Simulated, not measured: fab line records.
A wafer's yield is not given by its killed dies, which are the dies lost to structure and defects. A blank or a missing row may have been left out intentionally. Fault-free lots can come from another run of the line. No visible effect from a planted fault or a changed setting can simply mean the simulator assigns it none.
fab line records	flow nand-harc
record: lots: 7	wafers: 21	last-day: 33
route steps=1302 shown THIN_TSV@1256
lots that met no fault: taken from a fault-free run of the same line
start-h: hours from the record's opening day to when the first of the lot's shown wafers began	wait-h: how many hours have passed since the lot's step before this one	" as in the row above	L1.1+2: a row that stands for several wafers	- no value present, or no start provided	* or withheld: withheld	< > ~ a bound
route shown NAME@n: a module of which the file shows steps, and the number in the route of the first	usual: the fault-free wafers' mean and standard deviation	same: alike in all rows	chamber/n: place in a boat	sites: readings site by site	_std_site: how widely they spread, as a standard deviation	_edge_site: mean of outer sites minus mean of inner sites	radius-mm: for every site, how far away it sits from the centre of the wafer	mask NAME#n: copy n	behind: tool/chamber where the wafer was last shaped	hold: cause of the lot's hold/its duration in hours/its outcome	device: whichever transistor did not switch (one of n, p or np)	end of line: the tests these same wafers got at the end of their route	a step without rows: its recipe alone	killed: count of dies lost to structure and defects at first sort (not the wafer's yield)	map: a wafer's dies, x killed, . not, _ none there
set.NAME: the run value of the setting; set.NAME@STEP: its run value at that earlier step	model.NAME: the simulator's own value behind a step, which no gauge read
a table for each step, a row for each wafer; lots at some steps of the route
services: from which hour (start-h, from the record's first day; less than 0 if before it) a tool's chamber was out of use, for how many hours, and why
== steps ==
step: NHARC_THIN_TSV_EXPOSE_09
recipe: na: 0.55	dose-mj: 30.7	mask-id: TSV
step: NHARC_THIN_TSV_PEB_10
recipe: peb-temp-c: 118	peb-time-s: 85
step: NHARC_THIN_TSV_DEVELOP_11
recipe: time-s: 70
step: NHARC_THIN_TSV_CD_MEAS_12
recipe: target-cd-nm: 1000	landing-energy-ev: 500
usual: cd-nm: 1000.4/1.4
lot.wafer	tool	chamber	start-h	wait-h	cd-nm
L102.1	cd-sem-02	0	546.41	-	1000.9
L102.3	"	0	"	"	998.6
L102.6	"	0	"	"	998.6
L104.4	cd-sem-02	0	562.05	-	999.5
L104.5	"	0	"	"	1000.9
L104.6	"	0	"	"	1000.2
L117.1	cd-sem-02	0	686.34	-	997.5
L117.2	"	0	"	"	999.1
L117.4	"	0	"	"	999.0
L119.1	cd-sem-03	0	712.47	-	1000.1
L119.3	"	0	"	"	999.9
L119.4	"	0	"	"	999.9
L118.1	cd-sem-03	0	720.25	-	999.9
L118.3	"	0	"	"	1001.6
L118.4	"	0	"	"	999.9
L123.1	cd-sem-02	0	758.40	-	1001.5
L123.2	"	0	"	"	1000.2
L123.3	"	0	"	"	1001.2
L122.2	cd-sem-02	0	765.93	-	1001.5
L122.4	"	0	"	"	1000.3
L122.6	"	0	"	"	1001.6
step: NHARC_THIN_TSV_HARDBAKE_13
recipe: temp-c: 125	time-s: 80
step: NHARC_THIN_TSV_DESCUM_14
recipe: time-s: 3	o2-flow-sccm: 200	ar-flow-sccm: 0	bias-power-w: 0	chemistry: O2
usual: drypump-motor-current-A: 5.5/0.42	oes-product-au: 1.000/0.0078	rf-vpp-V: 57.8/1	showerhead-plenum-p-Torr: 1.93/0.1	throttle-valve-pct: 11.310/0.0096
same: time-s: 3
lot.wafer	tool	chamber	start-h	wait-h	drypump-motor-current-A	oes-product-au	rf-hours-counter-h	rf-vpp-V	showerhead-plenum-p-Torr	throttle-valve-pct
L102.3	rie-diel-06	1	546.59	-	5.3	0.995	2.1	57.1	1.80	11.316
L102.1	"	2	"	"	5.6	1.004	1.9	59.8	2.06	11.315
L102.6	"	3	"	"	5.8	0.998	-	57.8	1.81	11.299
L104.4	rie-diel-13	0	562.21	-	6.1	0.984	1.4	59.4	1.92	11.305
L104.5	"	3	"	"	5.0	0.998	-	59.3	2.06	11.308
L104.6	"	0	"	"	6.1	0.994	-	56.7	1.92	11.309
L117.1	rie-diel-12	3	686.50	-	6.1	0.989	3.0	57.4	1.89	11.314
L117.4	"	1	"	"	5.4	1.005	3.3	58.1	1.90	11.307
L117.2	"	2	"	"	5.8	1.005	3.0	59.5	1.94	11.303
L119.3	rie-diel-13	3	712.63	-	5.0	1.002	0.3	57.5	2.06	11.304
L119.4	"	0	"	"	6.1	0.993	0.4	59.0	1.92	11.309
L119.1	"	1	"	"	6.0	1.000	0.4	57.2	2.06	11.320
L118.3	rie-diel-06	1	720.42	-	5.3	0.993	1.8	57.2	1.80	11.297
L118.1	"	2	"	"	5.7	1.005	2.2	59.9	2.05	11.329
L118.4	"	3	"	"	5.8	0.995	1.7	58.7	1.80	11.315
L123.1	rie-diel-13	0	758.56	-	6.1	0.989	3.2	57.5	1.92	11.323
L123.3	"	1	"	"	6.1	0.996	3.4	58.8	2.06	11.304
L123.2	"	3	"	"	5.0	0.998	2.8	57.5	2.06	11.326
L122.2	rie-diel-06	1	766.09	-	5.3	1.004	4.7	56.8	1.80	11.302
L122.4	"	3	"	"	5.8	1.008	4.7	58.1	1.80	11.313
L122.6	"	2	"	"	5.6	1.008	-	58.3	2.05	11.297
step: NHARC_THIN_TSV_ETCH_44
recipe: target-depth-a: 15942	time-s: 797.1	cf4-flow-sccm: 150	o2-flow-sccm: 10	ar-flow-sccm: 0	rf-w: 300	bias-w: 800	chemistry: CF4/O2
usual: drypump-motor-current-A: 5.6/0.43	oes-product-au: 1.000/0.0066	rf-vpp-V: 795/5.6	showerhead-plenum-p-Torr: 1.85/0.09	throttle-valve-pct: 16.914/0.0088
same: time-s: 797.1
lot.wafer	tool	chamber	start-h	wait-h	drypump-motor-current-A	oes-product-au	rf-hours-counter-h	rf-vpp-V	showerhead-plenum-p-Torr	throttle-valve-pct
L102.3	rie-diel-06	0	546.72	0.1	5.5	1.008	2.5	800	1.95	16.928
L102.1	"	1	"	"	5.3	1.007	2.2	787	1.74	16.913
L102.6	"	0	"	"	5.4	1.007	-	803	1.95	16.899
L104.4	rie-diel-13	3	562.46	0.2	5.0	1.007	1.5	803	1.96	16.924
L104.6	"	0	"	"	6.1	0.986	-	796	1.84	16.913
L104.5	"	1	"	"	6.1	0.997	-	803	1.96	16.913
L117.1	rie-diel-12	1	686.59	0.1	5.4	1.003	3.4	792	1.82	16.934
L117.4	"	3	"	"	6.2	1.000	3.1	794	1.81	16.931
L117.2	"	0	"	"	5.1	1.008	3.5	787	1.71	16.918
L119.1	rie-diel-13	0	712.71	0.1	6.0	0.991	0.5	794	1.84	16.908
L119.3	"	2	"	"	4.9	1.004	0.5	792	1.81	16.909
L119.4	"	3	"	"	5.1	1.012	0.5	804	1.96	16.920
L118.4	rie-diel-06	1	720.50	0.1	5.3	0.997	1.9	789	1.73	16.920
L118.1	"	2	"	"	5.6	0.999	2.3	801	1.96	16.916
L118.3	"	0	"	"	5.4	1.006	1.4	802	1.95	16.919
L123.3	rie-diel-13	3	758.65	0.1	5.0	1.011	2.9	802	1.96	16.918
L123.2	"	0	"	"	6.1	0.993	3.3	796	1.84	16.927
L123.1	"	1	"	"	6.1	1.002	3.5	802	1.96	16.905
L122.2	rie-diel-06	3	766.23	0.1	5.8	1.011	4.8	788	1.73	16.911
L122.4	"	1	"	"	5.3	1.004	4.8	787	1.73	16.904
L122.6	"	3	"	"	5.8	1.005	-	788	1.73	16.917
step: NHARC_THIN_TSV_ETCH_15
recipe: target-depth-a: 30000	bosch-target-overetch-cycles: 2	bosch-etch-step-s: 2.8	bosch-dep-step-s: 1.2	bosch-cycles: 14
usual: drypump-motor-current-A: 6.1/0.47
lot.wafer	tool	chamber	start-h	wait-h	drypump-motor-current-A	rf-hours-counter-h
L102.3	rie-si-04	3	547.23	-	6.3	0.1
L102.1	"	2	"	"	6.7	0.2
L102.6	"	3	"	"	6.4	-
L104.4	rie-si-02	3	562.86	-	5.6	0.3
L104.5	"	3	"	"	5.5	-
L104.6	"	0	"	"	5.6	-
L117.2	rie-si-04	2	687.16	-	6.7	0.9
L117.4	"	3	"	"	6.4	1.0
L117.1	"	1	"	"	6.5	1.1
L119.3	rie-si-02	3	713.30	-	5.6	0.4
L119.1	"	1	"	"	6.0	0.4
L119.4	"	2	"	"	5.1	-
L118.3	rie-si-05	3	721.07	-	5.6	0.4
L118.1	"	0	"	"	6.5	0.3
L118.4	"	2	"	"	6.5	0.3
L123.1	rie-si-04	0	759.21	-	5.6	0.4
L123.2	"	1	"	"	6.5	0.4
L123.3	"	2	"	"	6.6	0.3
L122.2	rie-si-02	2	766.76	-	5.1	0.7
L122.6	"	2	"	"	5.1	-
L122.4	"	3	"	"	5.6	-
step: NHARC_THIN_TSV_CD_MEAS_16
usual: cd-nm: 1000.4/1.5
lot.wafer	tool	chamber	start-h	wait-h	cd-nm
L102.1	cd-sem-01	-	547.38	0.1	1001.0
L102.3	"	-	"	"	998.1
L102.6	"	-	"	"	998.7
L104.4	cd-sem-03	-	563.01	0.1	999.2
L104.5	"	-	"	"	1001.0
L104.6	"	-	"	"	1000.3
L117.1	cd-sem-01	-	687.30	0.1	997.8
L117.2	"	-	"	"	998.9
L117.4	"	-	"	"	999.4
L119.1	cd-sem-03	-	713.46	0.1	1000.1
L119.3	"	-	"	"	1000.1
L119.4	"	-	"	"	1000.6
L118.1	cd-sem-02	-	721.21	0.1	1000.0
L118.3	"	-	"	"	1002.1
L118.4	"	-	"	"	999.7
L123.1	cd-sem-01	-	759.36	0.1	1001.2
L123.2	"	-	"	"	1000.4
L123.3	"	-	"	"	1001.1
L122.2	cd-sem-02	-	766.91	0.1	1001.5
L122.4	"	-	"	"	1000.7
L122.6	"	-	"	"	1002.5
step: NHARC_THIN_TSV_STRIP_45
recipe: power-w: 1500	temp-c: 250	chemistry: O2
usual: drypump-motor-current-A: 5.6/0.45	heater-power-w: 374/16
lot.wafer	tool	chamber	start-h	wait-h	drypump-motor-current-A	heater-power-w	rf-hours-counter-h
L102.1	plasma-asher-01	1	550.65	3.3	5.9	348	6
L102.3	"	0	"	"	5.4	379	-
L102.6	"	1	"	"	5.9	345	-
L104.4	plasma-asher-02	1	563.17	0.2	5.0	391	-
L104.6	"	1	"	"	5.0	376	-
L104.5	"	0	"	"	6.0	361	-
L117.2	plasma-asher-01	0	687.37	0.1	5.5	371	36
L117.1	"	1	"	"	5.9	342	36
L117.4	"	0	"	"	5.5	364	-
L119.1	plasma-asher-02	0	713.53	0.1	6.0	382	21
L119.3	"	0	"	"	6.0	374	-
L119.4	"	1	"	"	4.9	394	-
L118.1	plasma-asher-01	1	721.33	0.1	5.9	353	3
L118.3	"	0	"	"	5.4	368	-
L118.4	"	1	"	"	5.9	354	-
L123.1	plasma-asher-01	1	759.43	0.1	5.9	347	10
L123.2	"	0	"	"	5.4	366	10
L123.3	"	0	"	"	5.5	370	-
L122.2	plasma-asher-02	1	766.99	0.1	5.0	382	32
L122.4	"	0	"	"	6.0	390	-
L122.6	"	1	"	"	5.0	385	-
step: NHARC_THIN_TSV_STRIP_46
recipe: time-s: 1200	temp-c: 72.5	chemistry: post-etch-residue-remover
step: NHARC_THIN_TSV_DEP_47
recipe: target-thk-a: 2000	temp-c: withheld	pressure-torr: 6.5	rf-w: 900	teos-flow-sccm: 161.4	flow-sccm: 2650	target-thk-nm: 200	gas: O2	material: SiO2
usual: throttle-valve-pct: 16.1/0.61
lot.wafer	tool	chamber	start-h	wait-h	throttle-valve-pct
L102.1	pecvd-01	1	551.54	-	16.9
L102.3	"	2	"	"	16.6
L102.6	"	0	"	"	15.8
L104.4	pecvd-01	0	564.01	-	15.9
L104.5	"	1	"	"	16.9
L104.6	"	2	"	"	16.4
L117.2	pecvd-01	0	688.17	-	15.6
L117.1	"	1	"	"	16.7
L117.4	"	1	"	"	16.6
L119.1	pecvd-01	1	714.33	-	16.6
L119.3	"	2	"	"	16.5
L119.4	"	1	"	"	17.0
L118.1	pecvd-01	0	722.13	-	15.5
L118.3	"	1	"	"	16.7
L118.4	"	2	"	"	16.5
L123.1	pecvd-03	2	760.23	-	16.0
L123.2	"	0	"	"	15.5
L123.3	"	1	"	"	15.3
L122.2	pecvd-01	1	767.86	-	17.0
L122.4	"	0	"	"	15.3
L122.6	"	1	"	"	16.8
step: NHARC_THIN_TSV_ETCHBACK_48
recipe: target-depth-a: 10285	over-etch-frac: 0.3	time-s: 405.17	ion-energy-ev: 250	c4f8-flow-sccm: withheld	ar-flow-sccm: withheld	rf-w: 600	bias-w: 300	chemistry: C4F8/Ar
usual: oes-product-au: 0.94/0.032	over-etch-frac: 0.3/0	rf-vpp-V: 548/3.6
lot.wafer	tool	chamber	start-h	wait-h	oes-product-au	over-etch-frac	rf-hours-counter-h	rf-vpp-V
L102.3	rie-diel-13	1	551.94	-	1.00	0.3	0.6	553
L102.1	"	0	"	"	1.00	0.3	0.8	546
L102.6	"	2	"	"	1.00	0.3	-	547
L104.4	rie-diel-13	1	564.28	-	0.91	0.3	1.9	553
L104.5	"	1	"	"	0.92	0.3	-	550
L104.6	"	2	"	"	0.91	0.3	-	546
L117.1	rie-diel-13	1	688.61	-	0.92	0.3	8.2	551
L117.4	"	2	"	"	0.92	0.26166	8.6	547
L117.2	"	3	"	"	0.93	0.26166	9.0	553
L119.3	rie-diel-13	0	714.73	-	0.95	0.3	0.9	546
L119.1	"	1	"	"	0.98	0.3	0.9	552
L119.4	"	3	"	"	0.96	0.26166	0.6	553
L118.4	rie-diel-13	2	722.48	-	1.01	0.26166	0.9	546
L118.1	"	0	"	"	0.99	0.3	1.3	548
L118.3	"	1	"	"	0.99	0.3	1.3	551
L123.2	rie-diel-06	2	760.63	-	0.93	0.3	5.2	552
L123.3	"	3	"	"	0.93	0.3	4.4	543
L123.1	"	1	"	"	0.93	0.3	4.5	543
L122.4	rie-diel-12	1	768.36	0.4	0.92	0.3	7.4	547
L122.2	"	2	"	"	0.92	0.3	6.0	549
L122.6	"	0	"	"	0.92	0.3	-	542
step: NHARC_THIN_TSV_STRIP_62
recipe: power-w: 1500	temp-c: 250	time-s: 20	chemistry: N2/H2
== services ==
tool	chamber	start-h	hours	kind
rie-diel-06	3	531.93	3.5	repair
plasma-asher-01	-	541.54	7.6	repair
rie-diel-06	0	553.56	3.6	repair
rie-diel-12	2	569.46	4.2	repair
rie-diel-12	1	575.48	4.4	repair
rie-diel-12	3	602.00	17.9	repair
plasma-asher-02	-	603.23	9.0	pm
rie-diel-13	2	611.43	3.1	repair
rie-diel-12	-	622.40	9.0	pm
rie-si-04	3	625.00	1.7	repair
rie-si-02	-	631.00	9.0	pm
pecvd-01	-	636.35	0.5	repair
rie-diel-13	1	639.10	10.3	repair
rie-diel-06	-	661.20	9.0	pm
plasma-asher-01	-	672.40	1.4	repair
pecvd-01	-	673.21	13.0	pm
rie-si-04	-	696.00	9.0	pm
rie-diel-13	-	696.02	9.0	pm
plasma-asher-01	-	696.08	9.0	pm
rie-si-02	0	711.75	9.4	repair
plasma-asher-02	-	718.44	2.3	repair
rie-si-04	2	756.46	1.0	repair
pecvd-01	2	765.27	3.5	repair
rie-si-04	3	767.38	11.5	repair
== key ==
first-sign: step: NHARC_THIN_TSV_ETCHBACK_48	reading: over-etch-frac	direction: down	sigmas: 99+	usual: 0.3	struck: 0.26166
effect none on later readings
met-at NHARC_THIN_TSV_ETCHBACK_48
struck-wafers L117.2,L117.4,L118.4,L119.4
onset-between 564.28 688.61
fault: kind: process-parameter-drift	tool: rie-diel-13	chamber: -	onset-h: 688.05	steps: NHARC_THIN_TSV_ETCHBACK_48	channel: over-etch-frac	offset: -0.03834	shape: step	end-h: 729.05	scope: struck-wafers-only	acts-in: these-recipes-only	stated: 0.3
